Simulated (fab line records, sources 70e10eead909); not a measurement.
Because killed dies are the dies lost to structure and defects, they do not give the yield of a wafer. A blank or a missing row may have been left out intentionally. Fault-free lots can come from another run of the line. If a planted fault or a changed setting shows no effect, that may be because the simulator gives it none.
Which tool was responsible? -- flow nand harc -- 12 lots with 36 wafers sampled at 5 steps, on a route of 1302 steps

## WHAT THE GAUGES SHOWED, per wafer
NHARC_END_SORT_01. Usual: killed at array 55, standard deviation 17; killed at other 0.9, standard deviation 1.2; killed at periphery 3.7, standard deviation 2.5; killed dies 59, standard deviation 18; killed open 3.4, standard deviation 1.9; killed short 2.6, standard deviation 1.6.
lot,measured,on,killed at array,killed at other,killed at periphery,killed dies,killed open,killed short,flag
L541,day 29 06:59,prober-02,677 673 670,0 0 1,0 4 6,677 677 677,2 0 4,3 1 0,OFF
L542,day 29 18:31,prober-01,673 672 676,2 3 0,2 2 1,677 677 677,1 6 2,0 4 2,OFF

## TOOL THAT RAN EACH LOT (tool first, then ch and the chambers of the sampled wafers, then the start)
lot,NHARC_A_CONTACT_ETCH_30,NHARC_A_CONTACT_ETCH_134,NHARC_A_CONTACT_ETCH_136,NHARC_A_CONTACT_ETCH_137
L529,"rie diel-01 ch 2,3, day 22 02:16","har cap etch-03 ch 0,1, day 22 02:53","har cap etch-03 ch 0,1, day 22 03:21","har cap etch-03 ch 0,1, day 22 03:37"
L531,"rie diel-06 ch 0,2,3, day 22 18:09","har cap etch-03 ch 1, day 22 18:47","har cap etch-03 ch 1, day 22 19:17","har cap etch-03 ch 1, day 22 19:33"
L534,"rie diel-06 ch 1,2, day 24 00:18","har cap etch-03 ch 0,1, day 24 00:58","har cap etch-03 ch 0,1, day 24 01:28","har cap etch-03 ch 0,1, day 24 01:44"
L533,"rie diel-13 ch 0,2,3, day 24 04:05","har cap etch-02 ch 0,1, day 24 04:44","har cap etch-02 ch 0,1, day 24 05:14","har cap etch-02 ch 0,1, day 24 05:30"
L539,"rie diel-06 ch 0,2,3, day 26 07:58","har cap etch-03 ch 0,1, day 26 08:33","har cap etch-03 ch 0,1, day 26 09:01","har cap etch-03 ch 0,1, day 26 09:17"
L538,"rie diel-01 ch 0,2,3, day 26 12:31","har cap etch-02 ch 0, day 26 13:08","har cap etch-02 ch 0, day 26 13:38","har cap etch-02 ch 0, day 26 13:54"
L541,"rie diel-06 ch 0,1,3, day 27 02:26","har cap etch-03 ch 1, day 27 03:04","har cap etch-03 ch 1, day 27 03:33","har cap etch-03 ch 1, day 27 03:49"
L542,"rie diel-01 ch 1,2,3, day 27 15:19","har cap etch-01 ch 0,1, day 27 15:55","har cap etch-01 ch 0,1, day 27 16:23","har cap etch-01 ch 0,1, day 27 16:40"
L544,"rie diel-06 ch 0,3, day 28 09:23","har cap etch-03 ch 0, day 28 10:01","har cap etch-03 ch 0, day 28 10:40","har cap etch-03 ch 0, day 28 11:01"
L547,"rie diel-01 ch 0,1,3, day 29 10:07","har cap etch-03 ch 0,1, day 29 10:44","har cap etch-03 ch 0,1, day 29 11:13","har cap etch-03 ch 0,1, day 29 11:29"
L550,"rie diel-06 ch 0,1,3, day 31 04:41","har cap etch-01 ch 0,1, day 31 05:19","har cap etch-01 ch 0,1, day 31 05:58","har cap etch-01 ch 0,1, day 31 06:20"
L552,"rie diel-06 ch 0,1,2, day 32 04:49","har cap etch-03 ch 0,1, day 32 05:25","har cap etch-03 ch 0,1, day 32 05:53","har cap etch-03 ch 0,1, day 32 06:10"
- NHARC_A_CONTACT_ETCH_30: etches the open film in CF4/CHF3, target depth 72.6 nm, time 36.3 s.
- NHARC_A_CONTACT_ETCH_134: etches the open film in C4F8/O2/Ar, time 140 s, target depth 700 nm.
- NHARC_A_CONTACT_ETCH_136: etches the open film in C4F8/O2/Ar, time 311 s, target depth 1912 nm.
- NHARC_A_CONTACT_ETCH_137: etches the open film in C4F8/O2/Ar, time 311 s, target depth 1912 nm.

## AS READ BY THE TOOLS THEMSELVES (means over the sampled wafers that have a number; for cases with no such wafer, the mark the record gives instead)
NHARC_A_CONTACT_ETCH_30. Usual: bias w 200.0 W, standard deviation 0.63; cf4 flow sccm 99.93 sccm, standard deviation 0.3; drypump motor current A 5.8 A, standard deviation 0.58; oes product au 0.937 a.u., standard deviation 0.023; rf vpp V 370.1 V, standard deviation 2.1; showerhead plenum p Torr 1.56 Torr, standard deviation 0.054; throttle valve pct 16.802 %, standard deviation 0.0092.
lot,tool,bias w (W),cf4 flow sccm (sccm),drypump motor current A (A),oes product au (a.u.),rf vpp V (V),showerhead plenum p Torr (Torr),throttle valve pct (%),flag
L529,rie diel-01,200.0,99.98,5.5,0.932,370.7,1.55,16.800,
L531,rie diel-06,200.3,99.98,5.7,0.919,369.4,1.55,16.813,
L534,rie diel-06,199.6,99.72,6.0,0.972,371.0,1.60,16.802,
L533,rie diel-13,199.7,100.00,5.8,0.910,369.4,1.55,16.795,
L539,rie diel-06,199.8,99.76,5.7,0.929,368.9,1.55,16.799,
L538,rie diel-01,200.0,100.25,5.7,0.986,369.4,1.53,16.796,
L541,rie diel-06,-,-,-,-,-,-,-,OFF
L542,rie diel-01,-,-,-,-,-,-,-,OFF
L544,rie diel-06,200.3,99.98,6.0,0.929,371.3,1.58,16.805,
L547,rie diel-01,199.9,100.07,5.6,0.969,368.3,1.52,16.795,
L550,rie diel-06,200.2,99.80,5.9,0.925,370.2,1.59,16.800,
L552,rie diel-06,200.3,99.87,5.6,0.919,370.1,1.56,16.797,

NHARC_A_CONTACT_ETCH_134. Usual: chamber pressure mTorr 19.999 mTorr, standard deviation 0.018; oes air line au 1.004 a.u., standard deviation 0.019.
lot,tool,chamber pressure mTorr (mTorr),oes air line au (a.u.),flag
L529,har cap etch-03,19.994,1.008,
L531,har cap etch-03,19.994,0.984,
L534,har cap etch-03,20.009,0.996,
L533,har cap etch-02,20.016,0.993,
L539,har cap etch-03,20.006,1.000,
L538,har cap etch-02,20.002,1.017,
L541,har cap etch-03,19.994,1.015,
L542,har cap etch-01,19.996,0.999,
L544,har cap etch-03,19.993,0.998,
L547,har cap etch-03,20.006,0.994,
L550,har cap etch-01,19.989,1.010,
L552,har cap etch-03,19.980,1.008,

NHARC_A_CONTACT_ETCH_136. Usual: chamber pressure mTorr 19.998 mTorr, standard deviation 0.02; oes air line au 0.996 a.u., standard deviation 0.019.
lot,tool,chamber pressure mTorr (mTorr),oes air line au (a.u.),flag
L529,har cap etch-03,19.998,1.004,
L531,har cap etch-03,20.003,0.968,
L534,har cap etch-03,19.978,0.995,
L533,har cap etch-02,19.996,1.010,
L539,har cap etch-03,19.999,0.977,
L538,har cap etch-02,19.980,1.005,
L541,har cap etch-03,20.011,0.996,
L542,har cap etch-01,19.992,0.997,
L544,har cap etch-03,19.984,0.989,
L547,har cap etch-03,20.002,0.995,
L550,har cap etch-01,20.008,0.989,
L552,har cap etch-03,20.006,0.990,

NHARC_A_CONTACT_ETCH_137. Usual: chamber pressure mTorr 20.001 mTorr, standard deviation 0.017; oes air line au 0.999 a.u., standard deviation 0.022.
lot,tool,chamber pressure mTorr (mTorr),oes air line au (a.u.),flag
L529,har cap etch-03,20.000,0.993,
L531,har cap etch-03,19.996,0.998,
L534,har cap etch-03,20.011,0.990,
L533,har cap etch-02,20.004,1.005,
L539,har cap etch-03,19.981,1.036,
L538,har cap etch-02,20.006,1.008,
L541,har cap etch-03,20.003,1.003,
L542,har cap etch-01,19.999,1.006,
L544,har cap etch-03,20.005,0.964,
L547,har cap etch-03,19.982,1.004,
L550,har cap etch-01,19.999,1.009,
L552,har cap etch-03,20.011,1.022,

## THE ANSWER, worked out from the rows above alone
Rule: a lot counts as off when the mean over its wafers that have a number is more than 3 standard deviations away from the usual mean. A lot without any number at a reading at which 4 lots or more have one is off too. The other lots that the step has rows for count as sound. The gauges are gone through in route order, then the tools' own readings, and for those a lot's mean is taken as printed above. At the first step where some lot is off, the reading lying furthest off is the one used; lots without a number count as furthest.
Off: L541, L542, at NHARC_END_SORT_01 (killed at array). Neither off nor sound, because the step has no rows for them: L529, L531, L534, L533, L539, L538, L544, L547, L550, L552.
If a tool, at a process step before that reading, ran all the lots that are off and no sound lot after the first of them, it fits. The gauges at NHARC_END_SORT_01 aren't tried: what is off there is off at NHARC_A_CONTACT_ETCH_30 too, on other tools, and a gauge's error can't cause that. None of those tried fits.

## WHAT THE SIMULATOR HAD INSERTED
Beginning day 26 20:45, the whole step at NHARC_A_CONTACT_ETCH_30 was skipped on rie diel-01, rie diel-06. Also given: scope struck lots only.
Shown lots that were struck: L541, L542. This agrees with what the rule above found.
